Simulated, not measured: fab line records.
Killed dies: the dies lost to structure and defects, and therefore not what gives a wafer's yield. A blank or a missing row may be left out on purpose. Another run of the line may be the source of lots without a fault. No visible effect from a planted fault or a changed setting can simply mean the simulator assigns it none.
Which of the tools did it? ; flow n5_finfet ; 9 lots, 27 wafers sampled, at 8 steps of a route of 1938

## WHAT THE GAUGES READ, wafer by wafer
N5_DUMMY_GATE_INSPECT_27: inspects for defects (brightfield).
lot;measured;on;raw_defect_count
L794;day 4 12:39;defect_inspect-02;472 448 277
L797;day 5 08:53;defect_inspect-02;355 337 285
L801;day 6 08:20;defect_inspect-01;266 285 246
L802;day 6 12:17;defect_inspect-01;322 465 273
L804;day 6 21:58;defect_inspect-01;250 218 229
L807;day 7 22:53;defect_inspect-02;851 850 813
L808;day 7 23:41;defect_inspect-01;260 183 198
L809;day 8 10:03;defect_inspect-02;763 739 696
L811;day 8 20:04;defect_inspect-02;370 438 249

N5_SPACER0_INSPECT_04: inspects for defects (darkfield).
lot;measured;on;raw_defect_count
L794;day 4 13:16;defect_inspect-02;185 198 136
L797;day 5 09:41;defect_inspect-02;139 192 134
L801;day 6 09:56;defect_inspect-02;105 101 102
L802;day 6 12:53;defect_inspect-01;141 168 128
L804;day 6 22:34;defect_inspect-02;87 105 93
L807;day 7 23:29;defect_inspect-02;661 695 668
L808;day 8 00:17;defect_inspect-01;132 83 114
L809;day 8 11:46;defect_inspect-02;660 617 589
L811;day 8 21:38;defect_inspect-02;163 165 128

N5_SD_EPI_N_INSPECT_11: inspects for defects (macro).
lot;measured;on;raw_defect_count
L794;day 4 13:35;defect_inspect-01;0 0 2
L797;day 5 10:09;defect_inspect-02;4 3 1
L801;day 6 10:23;defect_inspect-01;2 1 4
L802;day 6 13:13;defect_inspect-02;5 2 0
L804;day 6 22:54;defect_inspect-02;1 1 2
L807;day 7 23:56;defect_inspect-02;>300 >300 >300
L808;day 8 00:37;defect_inspect-02;3 1 3
L809;day 8 12:06;defect_inspect-02;>300 >300 >300
L811;day 8 22:06;defect_inspect-02;1 4 1

N5_SD_EPI_N_INSPECT_26: inspects for defects (darkfield).
lot;measured;on;raw_defect_count
L794;day 4 18:38;defect_inspect-01;277 243 201
L797;day 5 14:52;defect_inspect-02;244 260 200
L801;day 6 14:45;defect_inspect-02;174 150 179
L802;day 6 17:16;defect_inspect-02;171 252 200
L804;day 7 04:40;defect_inspect-02;119 172 214
L807;day 8 03:55;defect_inspect-01;805 817 778
L808;day 8 04:55;defect_inspect-01;245 140 173
L809;day 8 16:52;defect_inspect-01;753 671 673
L811;day 9 02:06;defect_inspect-01;227 243 220

## WHAT TOOL EACH LOT RAN ON (gives the tool, then ch and the chambers of the sampled wafers, and finally the start)
lot;N5_DUMMY_GATE_ETCH_29;N5_DUMMY_GATE_ETCH_32;N5_DUMMY_GATE_STRIP_48;N5_SPACER0_ALD_07
L794;rie_diel-03 ch 0,1,2, day 4 11:34;rie_si-05 ch 0,2, day 4 12:10;rie_diel-03 ch 0,3, day 4 12:28;ald_sin-01 ch 0,1,2, day 4 12:41
L797;rie_diel-04 ch 0,2,3, day 5 07:39;rie_si-05 ch 0,1,3, day 5 08:24;rie_diel-03 ch 0,2,3, day 5 08:42;ald_sin-01 ch 2,3, day 5 09:07
L801;rie_diel-01 ch 2,3, day 6 07:01;rie_si-06 ch 1,2, day 6 07:47;rie_diel-01 ch 0,2,3, day 6 08:08;ald_sin-01 ch 2,3, day 6 09:22
L802;rie_diel-04 ch 1,3, day 6 10:44;rie_si-05 ch 0,1,3, day 6 11:43;rie_diel-04 ch 0,1,3, day 6 12:06;ald_sin-03 ch 0,1,2, day 6 12:20
L804;rie_diel-04 ch 1,3, day 6 20:52;rie_si-02 ch 1,3, day 6 21:28;rie_diel-04 ch 0,1, day 6 21:47;ald_sin-03 ch 1,2,3, day 6 22:00
L807;rie_diel-04 ch 1,3, day 7 21:47;rie_si-05 ch 0,2, day 7 22:23;rie_diel-01 ch 2,3, day 7 22:42;ald_sin-04 ch 0,2,3, day 7 22:55
L808;rie_diel-01 ch 1,2,3, day 7 22:31;rie_si-02 ch 1,2,3, day 7 23:12;rie_diel-01 ch 0,1,2, day 7 23:30;ald_sin-04 ch 0,2,3, day 7 23:43
L809;rie_diel-04 ch 0,1,3, day 8 08:58;rie_si-05 ch 0,2,3, day 8 09:34;rie_diel-04 ch 0,1,2, day 8 09:52;ald_sin-01 ch 1,2,3, day 8 11:12
L811;rie_diel-03 ch 2,3, day 8 18:43;rie_si-02 ch 0,1,3, day 8 19:28;rie_diel-01 ch 0,1,3, day 8 19:53;ald_sin-01 ch 0,1,3, day 8 21:05
- N5_DUMMY_GATE_ETCH_29: etches underlayer in N2/H2, target depth 13 nm.
- N5_DUMMY_GATE_ETCH_32: etches SiO2 in CF4, target depth 3.5 nm, time 3.9 s.
- N5_DUMMY_GATE_STRIP_48: strips in N2/H2, time 20 s.
- N5_SPACER0_ALD_07: deposits SiNx, target thk 2 nm.

## AS READ BY THE TOOLS THEMSELVES (means over the sampled wafers that have a number; for cases with no such wafer, the mark the record gives instead)
N5_DUMMY_GATE_ETCH_29.
lot;tool;bias_w (W);drypump_motor_current_A (A);oes_product_au (a.u.);rf_vpp_V (V);showerhead_plenum_p_Torr (Torr);throttle_valve_pct (%)
L794;rie_diel-03;150.2;5.6;0.75;524.6;2.55;17.86
L797;rie_diel-04;150.0;6.1;0.73;523.8;2.53;17.91
L801;rie_diel-01;149.6;6.5;0.73;522.6;2.49;18.07
L802;rie_diel-04;150.0;6.3;0.70;521.8;2.48;17.77
L804;rie_diel-04;150.3;5.9;0.69;523.2;2.54;17.91
L807;rie_diel-04;149.9;5.8;0.89;523.2;2.53;17.65
L808;rie_diel-01;149.7;5.8;0.82;523.4;2.52;17.92
L809;rie_diel-04;150.0;5.9;0.81;524.1;2.55;17.80
L811;rie_diel-03;150.6;5.8;0.79;525.0;2.58;17.91

N5_DUMMY_GATE_ETCH_32.
lot;tool;bias_w (W);drypump_motor_current_A (A);oes_product_au (a.u.);throttle_valve_pct (%)
L794;rie_si-05;400.5;6.1;1.005;21.92
L797;rie_si-05;398.9;5.7;0.997;21.87
L801;rie_si-06;399.6;5.7;1.000;21.72
L802;rie_si-05;400.7;5.6;1.003;21.87
L804;rie_si-02;399.4;6.2;0.974;21.77
L807;rie_si-05;399.3;6.1;1.008;21.92
L808;rie_si-02;400.1;6.3;0.994;21.92
L809;rie_si-05;399.2;5.8;1.005;21.87
L811;rie_si-02;399.6;5.7;1.006;21.76

N5_DUMMY_GATE_STRIP_48.
lot;tool;drypump_motor_current_A (A);oes_product_au (a.u.);rf_vpp_V (V);showerhead_plenum_p_Torr (Torr);temp_c (C);throttle_valve_pct (%)
L794;rie_diel-03;5.6;0.73;43.9;3.23;39.92;12.15
L797;rie_diel-03;5.7;0.73;45.6;3.26;40.00;12.28
L801;rie_diel-01;6.2;0.83;45.2;3.40;39.90;12.11
L802;rie_diel-04;5.9;0.73;46.0;3.40;40.00;12.31
L804;rie_diel-04;5.4;0.75;45.6;3.49;40.02;12.42
L807;rie_diel-01;6.4;0.71;44.9;3.30;40.01;12.45
L808;rie_diel-01;5.7;0.86;45.2;3.45;40.02;12.15
L809;rie_diel-04;5.6;0.81;44.5;3.43;39.98;12.24
L811;rie_diel-01;5.6;0.89;45.3;3.43;39.96;11.96

N5_SPACER0_ALD_07.
lot;tool;chamber_pressure_Torr (Torr);heater_power_w (W)
L794;ald_sin-01;1.998;878
L797;ald_sin-01;2.006;884
L801;ald_sin-01;1.997;876
L802;ald_sin-03;1.999;839
L804;ald_sin-03;1.998;890
L807;ald_sin-04;2.000;848
L808;ald_sin-04;2.001;858
L809;ald_sin-01;2.000;827
L811;ald_sin-01;1.998;828

## THE ANSWER, worked out from the rows above alone
Rule: usual is defined by the lots themselves. The widest of any qualifying gaps counts: lots, ordered by their means at a reading, are off when they make up no more than a third of the lots, leave a main group of 4 or more, and stand apart from it by 3 or more times the standard deviation of that group's means. If all means in a main group match to the digits the tables above print for the reading, that group is not used. Also off: a lot with no number at a reading for which 4 or more lots have one. The other lots that the step has rows for count as sound. First the gauges in route order, then the tools' own readings, where a lot's mean is used as printed above. The first step at which some lot is off is used, and at that step the reading that is off furthest; a lot without a number counts as furthest.
Off: L807, L809, at N5_DUMMY_GATE_INSPECT_27 (raw_defect_count). Main group: mean 306, sd 64.
A tool fits if, at a process step before that reading, it ran every lot that is off, and no sound lot after the first of them. Not tried: the gauges at N5_DUMMY_GATE_INSPECT_27; whatever is off there is also off at N5_SD_EPI_N_INSPECT_26, on other tools, and gauge error can't account for it. 2 tools fit, rie_diel-04 at N5_DUMMY_GATE_ETCH_29 and rie_si-05 at N5_DUMMY_GATE_ETCH_32, so this cannot tell which one it is.

## WHAT THE SIMULATOR HAD INSERTED
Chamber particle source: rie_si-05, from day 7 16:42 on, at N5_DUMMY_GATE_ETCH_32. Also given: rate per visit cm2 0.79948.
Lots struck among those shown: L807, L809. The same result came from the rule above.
